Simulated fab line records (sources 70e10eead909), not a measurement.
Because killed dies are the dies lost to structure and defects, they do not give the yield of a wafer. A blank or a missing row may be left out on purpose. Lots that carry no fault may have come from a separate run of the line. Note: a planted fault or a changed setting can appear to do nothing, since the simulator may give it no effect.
fab line records	flow nandHarc
record lots=12	wafers=36	lastDay=33
route steps=1302 shown A_M0@1159 A_M1@1181 END@1302
lots with no fault: from the same line, run without faults
startH: hours from the record's opening day to when the first of the lot's shown wafers began	waitH: hours from the lot's prior step to this one	" the same as in the row above	L1.1+2: a row that stands for several wafers	- value missing, or start not given	* or withheld: withheld	< > ~ a bound
route shown NAME@n: names a module that has steps shown in the file, with the first one's number in the route	usual: mean and standard deviation over wafers with no fault	same: alike in all rows	chamber/n: place in a boat	sites: each site's reading	_std_site: the values' standard deviation	_edge_site: outer sites' mean less inner sites'	radiusMm: how far each site lies from the wafer's centre	mask NAME#n: copy n	behind: the most recent tool/chamber to have shaped the wafer	hold: the reason the lot was held/the length of the hold in hours/how it ended	device: transistor that didn't switch, given as n, p or np	end of line: the same wafers' tests at the end of the route	a step with no rows: only its recipe	killed: dies lost to structure and defects at the first sort, not the wafer's yield	map: a wafer's dies, x killed, . not, _ none there
set.NAME: the setting as run; set.NAME@STEP: as run at that earlier step	model.NAME: the simulator's own value behind a step, which no gauge read
route steps across a sampled set of lots; one table per step, one row per wafer
services: a tool's chamber out of use, with start hour (startH, from the record's first day; less than 0 if before it), hours out, and reason
## steps
# step NHARC_A_M0_PVD_21
# recipe targetThkA=300	chamberPressurePa=5	powerW=5000	substrateTempC=30	timeS=20.49	material=Cu
# usual throttleValvePct=29.7/1.3
lot.wafer	tool	chamber	startH	waitH	throttleValvePct
L903.3	pvdSputter-02	-	-	-	30.1
L903.4	"	-	"	"	28.7
L903.5	"	-	"	"	30.4
L904.1	pvdSputter-03	-	-	-	29.9
L904.3	"	-	"	"	33.1
L904.5	"	-	"	"	29.2
L907.2	pvdSputter-02	-	-	-	29.2
L907.1	"	-	"	"	30.6
L907.5	"	-	"	"	29.6
L911.4	pvdSputter-03	-	-	-	29.1
L911.2	"	-	"	"	32.8
L911.1	"	-	"	"	30.8
L916.2	pvdSputter-01	-	-	-	28.7
L916.1	"	-	"	"	30.7
L916.6	"	-	"	"	30.4
L915.2	pvdSputter-02	-	-	-	28.9
L915.1	"	-	"	"	30.5
L915.5	"	-	"	"	28.9
L917.2	pvdSputter-01	-	-	-	26.9
L917.3	"	-	"	"	30.5
L917.6	"	-	"	"	30.2
L919.3	pvdSputter-02	-	-	-	30.5
L919.2	"	-	"	"	30.2
L919.1	"	-	"	"	29.6
L921.1	pvdSputter-01	-	-	-	28.4
L921.2	"	-	"	"	30.8
L921.4	"	-	"	"	27.1
L924.1	pvdSputter-01	-	-	-	30.7
L924.2	"	-	"	"	30.4
L924.6	"	-	"	"	28.5
L925.2	pvdSputter-02	-	-	-	29.0
L925.1	"	-	"	"	30.2
L925.5	"	-	"	"	29.5
L926.4	pvdSputter-01	-	-	-	30.7
L926.1	"	-	"	"	26.9
L926.3	"	-	"	"	28.6
# step NHARC_A_M0_ANNEAL_30
# recipe tempC=225	timeS=90
# usual wafer_temp_C_max=226.6/0.41
lot.wafer	tool	chamber	startH	waitH	wafer_temp_C_max
L903.3	rtpAnneal-02	0	533.85	-	227.0
L903.4	"	0	"	"	226.7
L903.5	"	0	"	"	227.0
L904.1	rtpAnneal-02	0	538.48	-	227.1
L904.3	"	0	"	"	226.8
L904.5	"	0	"	"	226.7
L907.1	rtpAnneal-01	0	556.00	0.3	226.3
L907.2	"	0	"	"	226.2
L907.5	"	0	"	"	226.1
L911.1	rtpAnneal-02	0	633.69	-	226.9
L911.2	"	0	"	"	226.7
L911.4	"	0	"	"	227.9
L916.1	rtpAnneal-02	0	653.54	0.3	226.1
L916.2	"	0	"	"	226.4
L916.6	"	0	"	"	226.4
L915.1	rtpAnneal-02	0	656.41	0.3	227.0
L915.2	"	0	"	"	227.1
L915.5	"	0	"	"	226.9
L917.2	rtpAnneal-01	0	679.95	-	226.3
L917.3	"	0	"	"	226.2
L917.6	"	0	"	"	226.5
L919.1	rtpAnneal-02	0	693.67	0.3	226.9
L919.2	"	0	"	"	227.1
L919.3	"	0	"	"	226.3
L921.1	rtpAnneal-02	0	708.40	0.3	227.1
L921.2	"	0	"	"	226.8
L921.4	"	0	"	"	227.7
L924.1	rtpAnneal-01	0	730.82	0.3	226.2
L924.2	"	0	"	"	226.5
L924.6	"	0	"	"	226.8
L925.1	rtpAnneal-01	0	747.79	-	226.4
L925.2	"	0	"	"	226.8
L925.5	"	0	"	"	226.2
L926.1	rtpAnneal-01	0	751.80	-	226.3
L926.3	"	0	"	"	226.7
L926.4	"	0	"	"	226.2
# step NHARC_A_M0_PRE_CLEAN_31
# recipe timeS=12	tempC=370	rfPowerW=300	gas=NH3
# usual heaterPowerW=590/60
lot.wafer	tool	chamber	startH	waitH	heaterPowerW
L903.3	pecvd-02	1	534.65	0.1	628
L903.5	"	1	"	"	619
L903.4	"	2	"	"	567
L904.1	pecvd-02	2	539.36	0.1	543
L904.3	"	0	"	"	637
L904.5	"	0	"	"	627
L907.1	pecvd-02	2	556.89	0.1	538
L907.2	"	1	"	"	679
L907.5	"	0	"	"	698
L911.1	pecvd-02	2	634.58	0.1	584
L911.2	"	0	"	"	690
L911.4	"	2	"	"	589
L916.1	pecvd-02	2	654.43	0.1	529
L916.2	"	1	"	"	666
L916.6	"	1	"	"	662
L915.1	pecvd-02	2	657.32	0.1	534
L915.2	"	0	"	"	695
L915.5	"	0	"	"	702
L917.3	pecvd-03	0	680.90	0.2	573
L917.2	"	2	"	"	522
L917.6	"	1	"	"	492
L919.2	pecvd-03	2	694.56	0.1	522
L919.3	"	0	"	"	652
L919.1	"	1	"	"	561
L921.2	pecvd-01	1	709.34	0.1	576
L921.1	"	2	"	"	558
L921.4	"	1	"	"	588
L924.2	pecvd-02	0	731.71	0.1	592
L924.1	"	1	"	"	703
L924.6	"	1	"	"	717
L925.1	pecvd-01	0	748.69	0.1	573
L925.2	"	1	"	"	609
L925.5	"	2	"	"	548
L926.3	pecvd-02	1	752.70	0.1	662
L926.1	"	2	"	"	512
L926.4	"	1	"	"	654
# step NHARC_A_M1_INSPECT_11
# usual rawDefectCount=89/37
lot.wafer	tool	chamber	startH	waitH	rawDefectCount
L903.3	defectInspect-02	-	536.07	0.0	92
L903.4	"	-	"	"	100
L903.5	"	-	"	"	92
L904.1	defectInspect-02	-	540.69	0.0	84
L904.3	"	-	"	"	73
L904.5	"	-	"	"	91
L907.1	defectInspect-01	-	558.22	0.0	54
L907.2	"	-	"	"	50
L907.5	"	-	"	"	79
L911.1	defectInspect-01	-	636.17	0.0	71
L911.2	"	-	"	"	69
L911.4	"	-	"	"	77
L916.1	defectInspect-02	-	655.88	0.0	384
L916.2	"	-	"	"	108
L916.6	"	-	"	"	77
L915.1	defectInspect-01	-	658.73	0.0	455
L915.2	"	-	"	"	143
L915.5	"	-	"	"	134
L917.2	defectInspect-02	-	682.35	0.0	98
L917.3	"	-	"	"	102
L917.6	"	-	"	"	94
L919.1	defectInspect-02	-	696.01	0.0	38
L919.2	"	-	"	"	39
L919.3	"	-	"	"	41
L921.1	defectInspect-02	-	710.65	0.0	25
L921.2	"	-	"	"	27
L921.4	"	-	"	"	23
L924.1	defectInspect-02	-	733.13	0.0	56
L924.2	"	-	"	"	67
L924.6	"	-	"	"	53
L925.1	defectInspect-01	-	750.12	0.0	113
L925.2	"	-	"	"	104
L925.5	"	-	"	"	107
L926.1	defectInspect-01	-	754.11	0.0	80
L926.3	"	-	"	"	75
L926.4	"	-	"	"	60
# step NHARC_A_M1_ETCH_28
# recipe targetDepthA=300	overEtchFrac=0.3	timeS=72.99	ionEnergyEv=150	cf4FlowSccm=50	n2FlowSccm=100	arFlowSccm=150	rfW=300	biasW=100	chemistry=CF4/N2
# usual biasW=100.0/0.3	drypumpMotorCurrentA=5.71/0.25	oesProductAu=1.002/0.0096	rfVppV=312.9/1.6	showerheadPlenumPTorr=2.55/0.085	throttleValvePct=19.794/0.0082
lot.wafer	tool	chamber	startH	waitH	biasW	drypumpMotorCurrentA	oesProductAu	rfHoursCounterH	rfVppV	showerheadPlenumPTorr	throttleValvePct
L903.3	rieDiel-02	1	-	-	99.9	5.65	1.001	7.9	313.0	2.56	19.794
L903.5	"	0	"	"	100.0	5.75	1.000	-	313.2	2.58	19.792
L903.4	"	3	"	"	100.7	5.57	0.994	-	311.8	2.51	19.801
L904.3	rieDiel-04	0	-	-	100.0	5.71	1.001	0.0	311.3	2.48	19.804
L904.1	"	3	"	"	99.4	6.03	1.006	0.1	316.3	2.81	19.804
L904.5	"	0	"	"	100.0	5.72	1.000	-	311.8	2.48	19.805
L907.2	rieDiel-06	0	-	-	99.6	5.89	1.017	2.1	313.2	2.48	19.803
L907.1	"	1	"	"	99.9	5.71	0.998	1.8	310.9	2.45	19.795
L907.5	"	2	"	"	100.0	5.83	0.996	-	311.8	2.49	19.791
L911.2	rieDiel-06	1	-	-	99.9	5.74	0.995	7.1	311.1	2.45	19.806
L911.1	"	2	"	"	99.7	5.82	0.994	7.9	312.0	2.48	19.787
L911.4	"	3	"	"	99.9	5.46	0.997	8.9	312.3	2.47	19.799
L916.2	rieDiel-02	1	-	-	100.4	5.62	0.988	3.1	312.6	2.55	19.786
L916.1	"	2	"	"	99.8	6.16	1.007	3.2	311.9	2.50	19.785
L916.6	"	0	"	"	100.2	5.77	0.999	-	313.5	2.58	19.789
L915.2	rieDiel-04	1	-	-	99.5	5.53	1.016	2.0	314.3	2.59	19.788
L915.1	"	2	"	"	100.4	5.19	1.003	3.4	312.5	2.59	19.797
L915.5	"	0	"	"	100.2	5.71	1.007	-	311.4	2.48	19.792
L917.3	rieDiel-04	1	-	-	100.3	5.49	1.009	2.4	314.0	2.59	19.791
L917.2	"	3	"	"	100.1	6.04	1.013	3.8	316.6	2.81	19.796
L917.6	"	1	"	"	100.2	5.60	1.007	-	313.5	2.59	19.776
L919.1	rieDiel-02	3	-	-	100.0	5.56	0.993	5.9	311.7	2.51	19.795
L919.2	"	0	"	"	99.9	5.78	1.004	5.9	314.7	2.57	19.775
L919.3	"	1	"	"	100.1	5.63	0.994	5.6	313.3	2.55	19.797
L921.1	rieDiel-02	3	-	-	99.7	5.57	0.996	6.9	311.9	2.51	19.794
L921.2	"	0	"	"	99.8	5.74	1.005	6.9	313.0	2.57	19.804
L921.4	"	1	"	"	99.8	5.63	0.993	6.8	314.2	2.55	19.791
L924.2	rieDiel-04	1	-	-	99.9	5.54	1.008	0.2	314.5	2.59	19.783
L924.1	"	0	"	"	99.7	5.74	1.008	0.3	311.9	2.48	19.806
L924.6	"	1	"	"	100.2	5.52	1.004	-	314.6	2.59	19.796
L925.2	rieDiel-04	3	-	-	100.1	5.98	1.003	0.6	317.0	2.81	19.795
L925.1	"	2	"	"	99.9	5.21	0.980	0.8	312.3	2.59	19.788
L925.5	"	0	"	"	99.7	5.72	1.001	-	311.6	2.48	19.793
L926.4	rieDiel-04	1	-	-	99.8	5.58	0.996	1.1	312.4	2.59	19.789
L926.1	"	2	"	"	99.9	5.21	0.993	1.0	313.5	2.59	19.782
L926.3	"	3	"	"	99.4	5.98	1.001	0.8	318.9	2.81	19.790
# step NHARC_END_SORT_01
# recipe tempC=25
# usual defectLimitedYield=90.5/2.8	killedAtArray=59/19	killedAtOther=1.0/1.1	killedAtPeriphery=3.8/2.4	killedDies=64/19	killedOpen=3.3/2	killedShort=2.4/1.6
# same grossDies=677
lot.wafer	tool	chamber	startH	waitH	defectLimitedYield[%]	killedAtArray	killedAtOther	killedAtPeriphery	killedDies	killedOpen	killedShort
L903.3	prober-02	0	572.97	3.1	89.8	66	1	2	69	5	2
L903.4	prober-02	0	573.76	3.4	88.0	77	1	3	81	6	5
L903.5	prober-02	0	574.56	3.7	89.8	64	2	3	69	2	2
L904.1	prober-01	0	579.16	2.5	90.1	63	2	2	67	3	2
L904.3	prober-01	0	580.74	3.1	90.4	60	3	2	65	6	2
L904.5	prober-01	0	582.32	3.7	90.7	59	0	4	63	1	5
L907.1	prober-01	0	602.80	2.5	93.1	39	0	8	47	2	1
L907.2	prober-01	0	603.60	2.8	92.2	48	0	5	53	3	3
L907.5	prober-01	0	606.01	3.7	89.8	66	0	3	69	2	5
L911.1	prober-02	0	685.39	2.6	92.3	41	2	9	52	3	2
L911.2	prober-02	0	686.20	2.8	91.3	49	1	9	59	4	3
L911.4	prober-02	0	687.80	3.4	91.1	53	0	7	60	3	4
L916.1	prober-01	0	691.21	2.5	81.7	123	1	0	124	0	4
L916.2	prober-01	0	692.01	2.8	89.8	62	2	5	69	0	1
L916.6	prober-01	0	695.22	4.0	91.9	53	0	2	55	6	2
L915.1	prober-02	0	693.15	2.5	75.3	164	1	2	167	2	2
L915.2	prober-02	0	693.96	2.8	86.4	83	1	8	92	6	5
L915.5	prober-02	0	696.37	3.7	88.5	68	3	7	78	5	3
L917.2	prober-01	0	719.32	2.8	90.5	57	3	4	64	10	3
L917.3	prober-01	0	720.11	3.1	91.4	56	2	0	58	4	0
L917.6	prober-01	0	722.51	4.0	91.4	53	3	2	58	5	0
L919.1	prober-01	0	728.37	2.5	93.4	41	1	3	45	3	5
L919.2	prober-01	0	729.17	2.8	93.9	36	0	5	41	3	3
L919.3	prober-01	0	729.97	3.1	93.1	41	0	6	47	7	1
L921.1	prober-02	0	745.44	2.5	95.6	24	1	5	30	3	3
L921.2	prober-02	0	746.24	2.8	95.3	30	2	0	32	6	2
L921.4	prober-02	0	747.85	3.4	95.7	24	1	4	29	2	0
L924.1	prober-01	0	771.46	2.5	93.4	41	2	2	45	1	3
L924.2	prober-01	0	772.25	2.8	92.6	47	1	2	50	5	1
L924.6	prober-01	0	775.44	4.0	93.9	32	2	7	41	4	4
L925.1	prober-01	0	786.70	2.5	88.0	79	2	0	81	2	1
L925.2	prober-01	0	787.51	2.8	87.7	78	2	3	83	4	3
L925.5	prober-01	0	789.95	3.7	90.7	59	0	4	63	2	1
L926.1	prober-02	0	786.76	2.5	90.1	63	0	4	67	4	2
L926.3	prober-02	0	788.35	3.1	90.5	59	1	4	64	3	3
L926.4	prober-02	0	789.15	3.4	91.4	50	2	6	58	6	2
# killed by level:class
L903.3 A_CHANNEL_HOLE_D1:chamberFilmFlake=31 A_SLIT:chamberFilmFlake=19 A_CHANNEL_HOLE_D2:chamberFilmFlake=3 A_WL_FILL:chamberFilmFlake=3 A_CONTACT:chamberFilmFlake=2 P_CONTACT:geometricParticle:open=1 A_DECK1_JOINT:geometricParticle:open=1 A_DECK1_JOINT:geometricParticle:short=1
L903.4 A_CHANNEL_HOLE_D1:chamberFilmFlake=33 A_SLIT:chamberFilmFlake=18 A_CHANNEL_HOLE_D2:chamberFilmFlake=4 A_STAIRCASE:chamberFilmFlake=4 A_WL_FILL:chamberFilmFlake=3 A_CONTACT:chamberFilmFlake=3 A_ONON_D2:geometricParticle:open=2 A_CHANNEL_FILL_D2:geometricParticle:short=2
L903.5 A_CHANNEL_HOLE_D1:chamberFilmFlake=29 A_SLIT:chamberFilmFlake=14 A_CHANNEL_HOLE_D2:chamberFilmFlake=9 A_WL_FILL:chamberFilmFlake=3 A_CHANNEL_FILL_D2:geometricParticle:short=2 P_BONDPAD:chamberFilmFlake=2 A_STAIRCASE:chamberFilmFlake=2 A_CONTACT:chamberFilmFlake=2
L904.1 A_CHANNEL_HOLE_D2:chamberFilmFlake=33 A_SLIT:chamberFilmFlake=18 A_CONTACT:chamberFilmFlake=3 A_M1:chamberFilmFlake=2 THIN_TSV:chamberFilmFlake=2 P_GATE:geometricParticle:short=1 P_M0:geometricParticle:open=1 A_CHANNEL_HOLE_D1:geometricParticle:short=1
L904.3 A_CHANNEL_HOLE_D2:chamberFilmFlake=27 A_SLIT:chamberFilmFlake=15 A_CHANNEL_HOLE_D1:chamberFilmFlake=4 THIN_TSV:chamberFilmFlake=3 A_CHANNEL_FILL_D1:geometricParticle:open=2 A_DECK1_JOINT:chamberFilmFlake=2 A_CONTACT:chamberFilmFlake=2 A_M1:chamberFilmFlake=2
L904.5 A_CHANNEL_HOLE_D2:chamberFilmFlake=30 A_SLIT:chamberFilmFlake=19 A_CHANNEL_FILL_D2:geometricParticle:short=2 P_GATE:chamberFilmFlake=2 A_M1:chamberFilmFlake=2 A_CHANNEL_FILL_D1:geometricParticle:open=1 A_CHANNEL_FILL_D1:geometricParticle:short=1 A_DECK1_JOINT:geometricParticle:short=1
L907.1 A_SLIT:chamberFilmFlake=16 A_CHANNEL_HOLE_D2:chamberFilmFlake=14 P_M1:chamberFilmFlake=4 A_CONTACT:chamberFilmFlake=2 A_BONDPAD:chamberFilmFlake=2 P_GATE:geometricParticle:open=1 P_CONTACT:geometricParticle:short=1 A_ONON_D2:geometricParticle:open=1
L907.2 A_SLIT:chamberFilmFlake=24 A_CHANNEL_HOLE_D2:chamberFilmFlake=9 A_CONTACT:chamberFilmFlake=4 P_M1:chamberFilmFlake=2 A_CHANNEL_HOLE_D1:chamberFilmFlake=2 A_STAIRCASE:chamberFilmFlake=2 P_STI:geometricParticle:open=1 A_CHANNEL_FILL_D1:geometricParticle:open=1
L907.5 A_SLIT:chamberFilmFlake=28 A_CONTACT:chamberFilmFlake=14 A_CHANNEL_HOLE_D2:chamberFilmFlake=7 A_CHANNEL_HOLE_D1:chamberFilmFlake=4 A_BONDPAD:chamberFilmFlake=4 P_STI:chamberFilmFlake=3 A_ONON_D1:geometricParticle:short=1 A_DECK1_JOINT:geometricParticle:open=1
L911.1 A_SLIT:chamberFilmFlake=20 A_CONTACT:chamberFilmFlake=5 A_CHANNEL_HOLE_D1:chamberFilmFlake=4 A_STAIRCASE:chamberFilmFlake=3 P_M0:chamberFilmFlake=3 P_M2:chamberFilmFlake=3 A_ZERO_WELL:chamberFilmFlake=2 A_CHANNEL_HOLE_D2:unspecified=2
L911.2 A_SLIT:chamberFilmFlake=33 P_M2:chamberFilmFlake=4 A_CHANNEL_HOLE_D1:chamberFilmFlake=4 A_CHANNEL_HOLE_D2:unspecified=3 P_M0:geometricParticle:open=2 A_STAIRCASE:chamberFilmFlake=2 A_CONTACT:chamberFilmFlake=2 P_CONTACT:geometricParticle:open=1
L911.4 A_SLIT:chamberFilmFlake=36 A_CHANNEL_HOLE_D1:chamberFilmFlake=6 P_M0:chamberFilmFlake=2 A_CONTACT:chamberFilmFlake=2 P_M0:geometricParticle:short=1 A_ONON_D1:geometricParticle:short=1 A_DECK1_JOINT:geometricParticle:open=1 A_CHANNEL_HOLE_D2:geometricParticle:short=1
L916.1 A_M0:unspecified=50 A_CHANNEL_HOLE_D1:chamberFilmFlake=31 A_CHANNEL_HOLE_D2:chamberFilmFlake=26 A_CONTACT:chamberFilmFlake=6 A_STAIRCASE:chamberFilmFlake=4 A_SLIT:chamberFilmFlake=2 A_ONON_D1:geometricParticle:short=1 A_CHANNEL_FILL_D2:geometricParticle:short=1
L916.2 A_CHANNEL_HOLE_D1:chamberFilmFlake=37 A_CHANNEL_HOLE_D2:chamberFilmFlake=15 A_CONTACT:chamberFilmFlake=5 A_STAIRCASE:chamberFilmFlake=3 P_ZERO_WELL:chamberFilmFlake=2 HYBRID_BOND:chamberFilmFlake=2 A_SLIT:chamberFilmFlake=2 P_CONTACT:geometricParticle:short=1
L915.1 A_M0:unspecified=54 A_SLIT:chamberFilmFlake=40 A_CHANNEL_HOLE_D1:chamberFilmFlake=38 A_CHANNEL_HOLE_D2:chamberFilmFlake=22 A_CONTACT:chamberFilmFlake=3 A_ONON_D1:geometricParticle:short=1 A_ONON_D2:geometricParticle:open=1 A_BLC:geometricParticle:short=1
L915.2 A_CHANNEL_HOLE_D1:chamberFilmFlake=33 A_SLIT:chamberFilmFlake=27 A_CHANNEL_HOLE_D2:chamberFilmFlake=7 P_STI:chamberFilmFlake=3 P_CONTACT:chamberFilmFlake=3 A_ONON_D2:geometricParticle:short=2 A_CHANNEL_FILL_D2:geometricParticle:short=2 A_ZERO_WELL:chamberFilmFlake=2
L916.6 A_CHANNEL_HOLE_D1:chamberFilmFlake=26 A_CHANNEL_HOLE_D2:chamberFilmFlake=14 A_SLIT:chamberFilmFlake=5 P_CONTACT:geometricParticle:open=2 A_STAIRCASE:chamberFilmFlake=2 A_SOURCE_PLATE:geometricParticle:open=1 A_ONON_D1:geometricParticle:open=1 A_CHANNEL_FILL_D2:geometricParticle:open=1
L915.5 A_CHANNEL_HOLE_D1:chamberFilmFlake=26 A_SLIT:chamberFilmFlake=20 A_CHANNEL_HOLE_D2:chamberFilmFlake=6 A_CONTACT:chamberFilmFlake=6 THIN_TSV:chamberFilmFlake=3 A_ONON_D1:geometricParticle:open=2 P_ZERO_WELL:chamberFilmFlake=2 P_CONTACT:geometricParticle:open=1
L917.2 A_SLIT:chamberFilmFlake=23 A_CHANNEL_HOLE_D2:chamberFilmFlake=13 A_CHANNEL_HOLE_D1:chamberFilmFlake=9 A_WL_FILL:geometricParticle:short=2 THIN_TSV:chamberFilmFlake=2 P_GATE:geometricParticle:open=1 P_CONTACT:geometricParticle:open=1 P_M0:geometricParticle:open=1
L917.3 A_SLIT:chamberFilmFlake=27 A_CHANNEL_HOLE_D2:chamberFilmFlake=14 A_CHANNEL_HOLE_D1:chamberFilmFlake=8 THIN_TSV:chamberFilmFlake=2 A_CHANNEL_HOLE_D1:geometricParticle:open=1 A_CHANNEL_FILL_D2:geometricParticle:open=1 A_SGD_CUT:geometricParticle:open=1 A_CONTACT:geometricParticle:open=1
L917.6 A_SLIT:chamberFilmFlake=26 A_CHANNEL_HOLE_D2:chamberFilmFlake=15 A_CHANNEL_HOLE_D1:chamberFilmFlake=8 THIN_TSV:chamberFilmFlake=3 A_M0:geometricParticle:open=2 P_GATE:geometricParticle:open=1 P_M0:geometricParticle:open=1 A_WL_FILL:geometricParticle:open=1
L919.1 A_CHANNEL_HOLE_D1:chamberFilmFlake=13 A_CONTACT:chamberFilmFlake=6 A_CHANNEL_HOLE_D2:chamberFilmFlake=5 A_SLIT:chamberFilmFlake=4 A_CHANNEL_HOLE_D2:geometricParticle:short=3 A_WL_FILL:chamberFilmFlake=3 P_ZERO_WELL:chamberFilmFlake=2 A_SGD_CUT:chamberFilmFlake=2
L919.2 A_CHANNEL_HOLE_D1:chamberFilmFlake=12 A_CONTACT:chamberFilmFlake=10 A_SLIT:chamberFilmFlake=3 A_CHANNEL_FILL_D1:chamberFilmFlake=3 A_CHANNEL_HOLE_D2:chamberFilmFlake=3 P_STI:chamberFilmFlake=2 P_GATE:geometricParticle:short=1 P_CONTACT:geometricParticle:open=1
L919.3 A_CHANNEL_HOLE_D1:chamberFilmFlake=7 A_CHANNEL_HOLE_D2:chamberFilmFlake=6 A_SLIT:chamberFilmFlake=6 A_CONTACT:chamberFilmFlake=6 A_CHANNEL_FILL_D1:chamberFilmFlake=3 A_WL_FILL:chamberFilmFlake=3 P_STI:geometricParticle:open=1 P_CONTACT:geometricParticle:open=1
L921.1 A_CHANNEL_HOLE_D1:chamberFilmFlake=9 A_SLIT:chamberFilmFlake=6 P_ZERO_WELL:chamberFilmFlake=2 A_DECK1_JOINT:chamberFilmFlake=2 A_CONTACT:chamberFilmFlake=2 P_STI:geometricParticle:short=1 P_GATE:geometricParticle:open=1 A_SOURCE_PLATE:geometricParticle:short=1
L921.2 A_CHANNEL_HOLE_D1:chamberFilmFlake=10 A_SLIT:chamberFilmFlake=6 A_CONTACT:chamberFilmFlake=3 A_M0:geometricParticle:open=2 A_WL_FILL:chamberFilmFlake=2 A_ONON_D1:geometricParticle:short=1 A_CHANNEL_FILL_D1:geometricParticle:open=1 A_DECK1_JOINT:geometricParticle:open=1
L921.4 A_CHANNEL_HOLE_D1:chamberFilmFlake=12 A_SLIT:chamberFilmFlake=5 P_M0:geometricParticle:open=2 P_GATE:chamberFilmFlake=2 A_CHANNEL_HOLE_D2:chamberFilmFlake=2 A_CONTACT:chamberFilmFlake=2 A_DECK1_JOINT:chamberFilmFlake=1 A_WL_FILL:chamberFilmFlake=1
L924.1 A_SLIT:chamberFilmFlake=27 A_DECK1_JOINT:chamberFilmFlake=4 A_CONTACT:chamberFilmFlake=3 A_ONON_D2:geometricParticle:short=2 A_M1:chamberFilmFlake=2 A_ONON_D2:geometricParticle:open=1 P_STI:chamberFilmFlake=1 P_GATE:chamberFilmFlake=1
L924.2 A_SLIT:chamberFilmFlake=29 A_CONTACT:chamberFilmFlake=6 A_M1:chamberFilmFlake=5 A_ONON_D2:geometricParticle:open=2 A_ONON_D1:geometricParticle:open=1 A_ONON_D1:geometricParticle:short=1 A_CHANNEL_HOLE_D1:geometricParticle:open=1 A_CHANNEL_FILL_D2:geometricParticle:open=1
L924.6 A_SLIT:chamberFilmFlake=24 A_CONTACT:chamberFilmFlake=3 P_M0:geometricParticle:short=2 THIN_TSV:chamberFilmFlake=2 P_GATE:geometricParticle:open=1 P_M0:geometricParticle:open=1 P_M2:geometricParticle:short=1 A_ONON_D1:geometricParticle:short=1
L925.1 A_SLIT:chamberFilmFlake=34 A_CHANNEL_HOLE_D2:chamberFilmFlake=25 A_CONTACT:chamberFilmFlake=7 A_CHANNEL_FILL_D2:chamberFilmFlake=4 A_STAIRCASE:chamberFilmFlake=3 A_M0:chamberFilmFlake=3 THIN_TSV:chamberFilmFlake=2 A_CHANNEL_FILL_D2:geometricParticle:open=1
L926.1 A_SLIT:chamberFilmFlake=38 A_CHANNEL_HOLE_D1:chamberFilmFlake=14 A_CONTACT:chamberFilmFlake=3 P_ZERO_WELL:chamberFilmFlake=2 P_GATE:geometricParticle:open=1 A_DECK1_JOINT:geometricParticle:open=1 A_ONON_D2:geometricParticle:open=1 A_ONON_D2:geometricParticle:short=1
L925.2 A_CHANNEL_HOLE_D2:chamberFilmFlake=31 A_SLIT:chamberFilmFlake=27 A_CONTACT:chamberFilmFlake=7 A_STAIRCASE:chamberFilmFlake=3 A_M0:chamberFilmFlake=3 A_BLC:geometricParticle:open=2 THIN_TSV:chamberFilmFlake=2 P_GATE:geometricParticle:short=1
L926.3 A_SLIT:chamberFilmFlake=28 A_CHANNEL_HOLE_D1:chamberFilmFlake=18 A_CONTACT:chamberFilmFlake=6 A_BLC:geometricParticle:open=2 P_ZERO_WELL:chamberFilmFlake=2 P_STI:chamberFilmFlake=2 A_WL_FILL:geometricParticle:short=1 A_CONTACT:geometricParticle:open=1
L926.4 A_SLIT:chamberFilmFlake=28 A_CHANNEL_HOLE_D1:chamberFilmFlake=9 P_M0:chamberFilmFlake=3 A_STAIRCASE:chamberFilmFlake=3 A_CONTACT:chamberFilmFlake=3 A_CHANNEL_FILL_D1:geometricParticle:open=2 THIN_TSV:chamberFilmFlake=2 P_M0:geometricParticle:open=1
L925.5 A_SLIT:chamberFilmFlake=22 A_STAIRCASE:chamberFilmFlake=12 A_CHANNEL_HOLE_D2:chamberFilmFlake=11 A_CONTACT:chamberFilmFlake=8 P_M0:chamberFilmFlake=2 A_CHANNEL_FILL_D2:chamberFilmFlake=2 P_M0:geometricParticle:open=1 A_DECK1_JOINT:geometricParticle:short=1
## services
tool	chamber	startH	hours	kind
pvdSputter-03	-	526.08	10.0	pm
rieDiel-04	-	532.00	9.0	pm
pecvd-03	-	536.67	0.9	repair
pecvd-03	-	539.12	0.2	repair
pecvd-03	-	547.41	13.0	pm
pecvd-02	-	557.37	0.8	repair
pecvd-02	-	559.03	27.6	repair
rieDiel-04	1	560.82	37.2	repair
pvdSputter-03	-	560.84	11.4	repair
pecvd-01	-	561.55	0.9	repair
rieDiel-02	-	570.77	9.0	pm
pecvd-02	-	589.63	13.0	pm
pecvd-01	-	627.03	5.3	repair
pvdSputter-01	-	627.86	10.0	pm
pvdSputter-02	-	639.76	10.0	pm
pecvd-01	2	661.79	13.2	repair
rieDiel-06	-	661.85	9.0	pm
pvdSputter-02	-	682.33	3.9	repair
rieDiel-04	-	709.00	9.0	pm
pecvd-02	0	717.00	5.1	repair
rieDiel-02	0	720.24	3.3	repair
rieDiel-04	3	728.63	10.8	repair
rtpAnneal-02	-	744.00	12.0	pm
rieDiel-02	-	747.77	9.0	pm
## key
firstSign step=NHARC_A_M1_INSPECT_11	reading=rawDefectCount	direction=up	sigmas=8.9	usual=89	struck=420
effect step=NHARC_END_SORT_01	reading=killedAtArray	direction=up	sigmas=4.4	usual=59	struck=144
moreKillsBornAt NHARC_A_M0_PRE_CLEAN_31@pecvd-02=104
metAt NHARC_A_M0_PRE_CLEAN_31
struckLots L915,L916
struckWafers L915.1,L916.1
notActingAt NHARC_A_M0_PVD_21,NHARC_A_M0_ANNEAL_30,NHARC_A_M1_ETCH_28
onsetBetween 634.58 654.43
fault kind=chamberParticleSource	tool=pecvd-02	chamber=2	onsetH=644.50	steps=NHARC_A_M0_PRE_CLEAN_31	ratePerVisitCm2=0.4295	endH=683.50
